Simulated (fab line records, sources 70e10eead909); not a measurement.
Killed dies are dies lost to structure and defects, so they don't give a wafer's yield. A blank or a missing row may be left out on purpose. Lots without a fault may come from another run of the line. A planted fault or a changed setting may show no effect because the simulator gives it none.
Chamber matching | flow nand_harc | NHARC_A_STAIRCASE_DESCUM_252 on rie_diel-04: 4 sister chambers
The step chemistry O2, time 3 s. 18 wafers are shown with their chamber, then 9 later ones without.

WAFERS WITH THEIR CHAMBER
wafer  | chamber | showerhead_plenum_p_Torr (Torr) | drypump_motor_current_A (A) | rf_vpp_V (V)
L076.2 | 0       | 1.77                            | 5.6                         | 57.3
L076.3 | 1       | 2.07                            | 5.7                         | 58.2
L076.4 | 3       | 1.90                            | 6.3                         | 57.8
L077.3 | 2       | 1.92                            | 5.7                         | 58.1
L077.4 | 3       | 1.89                            | 6.4                         | 59.7
L077.5 | 1       | 2.07                            | 5.7                         | 58.4
L082.2 | 2       | 1.91                            | 5.7                         | 57.8
L082.5 | 0       | 1.77                            | 5.6                         | 56.7
L082.6 | 3       | 1.89                            | 6.3                         | 58.5
L083.2 | 1       | 2.06                            | 5.7                         | 58.7
L083.4 | 1       | 2.06                            | 5.8                         | 57.5
L083.6 | 1       | 2.06                            | 5.8                         | 58.7
L084.3 | 1       | 2.06                            | 5.7                         | 58.6
L084.4 | 3       | 1.89                            | 6.3                         | 58.7
L084.5 | 1       | 2.06                            | 5.7                         | 58.7
L088.3 | 1       | 2.06                            | 5.7                         | 59.6
L088.4 | 2       | 1.91                            | 5.7                         | 58.9
L088.6 | 3       | 1.88                            | 6.3                         | 57.2

SIGNATURES (means of the wafers above)
reading                  | chamber 0 | chamber 1 | chamber 2 | chamber 3 | scatter within a chamber
showerhead_plenum_p_Torr | 1.7700    | 2.0625    | 1.9133    | 1.8900    | 0.00546
drypump_motor_current_A  | 5.600     | 5.725     | 5.700     | 6.320     | 0.0405
rf_vpp_V                 | 57.000    | 58.550    | 58.267    | 58.380    | 0.699
Rule: a wafer's distance from a chamber is the root of the sum, over the readings, of the square of ((its reading less the chamber's mean) divided by the reading's scatter). The wafer belongs to the nearest chamber; if the next one is less than 2 further off, it can't be placed. The scatter: the root of (the sum of the squares of (reading less its chamber's mean) over the shown wafers, divided by (wafers less chambers)).

WAFERS WITHOUT THEIR CHAMBER
wafer  | showerhead_plenum_p_Torr (Torr) | drypump_motor_current_A (A) | rf_vpp_V (V)
L089.4 | 1.91                            | 5.7                         | 58.8
L089.5 | 1.91                            | 5.7                         | 57.1
L089.6 | 2.06                            | 5.7                         | 58.4
L092.3 | 1.88                            | 6.3                         | 57.5
L092.4 | 1.90                            | 5.7                         | 56.4
L092.5 | 1.88                            | 6.3                         | 57.0
L095.3 | 2.05                            | 5.7                         | 57.5
L095.5 | 2.07                            | 5.6                         | 58.4
L095.6 | 2.05                            | 5.7                         | 58.1

WHICH CHAMBER EACH WENT THROUGH
wafer  | from the rows above | in truth
L089.4 | 2                   | 2
L089.5 | 2                   | 2
L089.6 | 1                   | 1
L092.3 | 3                   | 3
L092.4 | 2                   | 2
L092.5 | 3                   | 3
L095.3 | 1                   | 1
L095.5 | 1                   | 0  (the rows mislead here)
L095.6 | 1                   | 1
Placed correctly: 8 of 9. Can't be placed from these rows: 0. Placed wrongly: 1.
